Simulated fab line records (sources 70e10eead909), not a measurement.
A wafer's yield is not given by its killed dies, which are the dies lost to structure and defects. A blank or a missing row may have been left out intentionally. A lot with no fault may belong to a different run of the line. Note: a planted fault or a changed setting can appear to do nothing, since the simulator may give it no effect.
Which tool was responsible? -- flow nand harc -- 18 wafers from 6 lots sampled at 2 of the route's 1159 steps

== WHAT EACH GAUGE READ, for each wafer ==
NHARC_P_M0_CD_MEAS_16.
lot,measured,on,cd nm (nm)
L572,day 6 10:26,cd sem-02,91.4 91.3 90.0
L574,day 6 20:08,cd sem-02,90.8 89.0 90.9
L577,day 7 01:19,cd sem-03,91.6 89.9 91.0
L582,day 8 14:02,cd sem-03,90.7 89.4 88.8
L592,day 11 10:29,cd sem-01,89.1 90.0 88.8
L594,day 12 00:40,cd sem-03,89.8 89.1 90.1

== EACH LOT AND THE TOOL THAT RAN IT (in order: tool; ch and the chambers of the sampled wafers; start) ==
lot,NHARC_P_M0_DESCUM_14
L572,"rie diel-09 ch 0,1,2, day 6 10:08"
L574,"rie diel-12 ch 0,1,3, day 6 19:51"
L577,"rie diel-12 ch 0,1,3, day 7 01:02"
L582,"rie diel-12 ch 0,2,3, day 8 13:44"
L592,"rie diel-09 ch 1,2,3, day 11 10:11"
L594,"rie diel-02 ch 0,1,2, day 12 00:22"
- NHARC_P_M0_DESCUM_14: chemistry O2, time 3 s.

== THE ANSWER, worked out from the rows above alone ==
Rule: usual is defined by the lots themselves. Put in order of their means at a reading, lots are off if they are a third of the lots or fewer, leave a main group of 4 or more, and stand apart from it by a gap of 3 or more times the standard deviation of the main group's means; of several such gaps the widest counts. A main group whose means are all the same, to the digits that the tables above print for the reading, isn't used. A lot without any number at a reading at which 4 lots or more have one is off too. The other lots that the step has rows for count as sound.
None of the lots is off at any reading shown; this tells nothing.

== WHAT THE SIMULATOR HAD PUT IN ==
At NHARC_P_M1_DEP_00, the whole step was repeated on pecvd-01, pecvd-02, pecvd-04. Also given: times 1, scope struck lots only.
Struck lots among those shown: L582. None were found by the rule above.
